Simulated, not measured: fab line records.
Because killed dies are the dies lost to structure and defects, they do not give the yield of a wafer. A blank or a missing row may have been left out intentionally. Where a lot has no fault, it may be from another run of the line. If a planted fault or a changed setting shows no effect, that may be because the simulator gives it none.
Problem report in the 8D (eight disciplines) form, filled by code :: flow n5_finfet :: the parts of the form that need people (team, actions taken, sign-off) are left out

== 1. PROBLEM STATEMENT ==
Mean of spin_speed_rpm at N5_WELL_APT_COAT_02: 1485.0 rpm across 6 wafers in 2 lots; on wafers with no fault it is 1357.1 rpm (standard deviation 0.98). So: +99 or more standard deviations from the usual mean.
The step: resist thk 950 nm.
First seen on wafer L774.2, day 6 07:54, on litho_track-04. Wafers with a number at this step in the record: 29, from 10 lots. The rule behind "out" and "out of limits": a value lying over 4 standard deviations away from the usual mean. All remaining wafers that have a number are taken as sound.

== 2. WHAT THIS IS AND IS NOT ==
question: which readings at this step
is: spin_speed_rpm
is not: -

question: which lots
is: L774, L776
is not: L755, L756, L758, L762, L766, L767, L769, L773

question: which wafers of those lots
is: all that have a number
is not: -

question: read on which tools
is: litho_track-04
is not: litho_track-01, litho_track-03

question: when
is: from day 6 07:54
is not: up to then (23 sound wafers)

== 3. SUSPECTS, AND WHAT RULES EACH OUT ==
Counting: a tool stays on the suspect list if, at a process step up to the reading, it processed all lots that are out and no sound lot following the first of them.
- litho_track-04 at N5_WELL_APT_COAT_02 (resist thk 950 nm): kept. It processed each lot that is out, first L774 at day 6 07:54, and no sound lot thereafter; up to then, the last sound lot it processed was L769 at day 5 01:17. Out on those wafers are its own readings of spin_speed_rpm.
After counting, what remains is litho_track-04 at N5_WELL_APT_COAT_02.

== 4. THE CAUSE (what the simulator had put in) ==
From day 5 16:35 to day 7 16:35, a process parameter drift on litho_track-04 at N5_WELL_APT_COAT_02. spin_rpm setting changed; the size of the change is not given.
Counting left only this tool.

== 5. SEQUENCE OF EFFECTS, ordered by route ==
One row per reading whose mean, taken over the struck wafers that have a number, lies over 3 standard deviations from the usual. Only readings for which the record gives a usual standard deviation are gone through. hours: the time from each lot's start at the first step in this table that gives one to its start at this step, as a median over the lots. sigmas: the change in usual standard deviations.
hours: 0
step: N5_WELL_APT_COAT_02
reading: spin_speed_rpm
usual: 1357.1 rpm
on struck wafers: 1485.0
change: +127.9
sigmas: +99 or more
Its process steps:
- N5_WELL_APT_COAT_02: resist thk 950 nm.
At these later measuring or inspecting steps, every struck wafer for which the step has a row has a number for every such reading, and none has moved that far: N5_FIN_SAQP_THK_MEAS_05, N5_BEOL_M4_RC_MEAS_101.

== 6. HOW IT WOULD HAVE BEEN CAUGHT EARLIER ==
In this record no reading fell out of limits until day 6 07:54, 15 hours after the fault had begun at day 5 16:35.
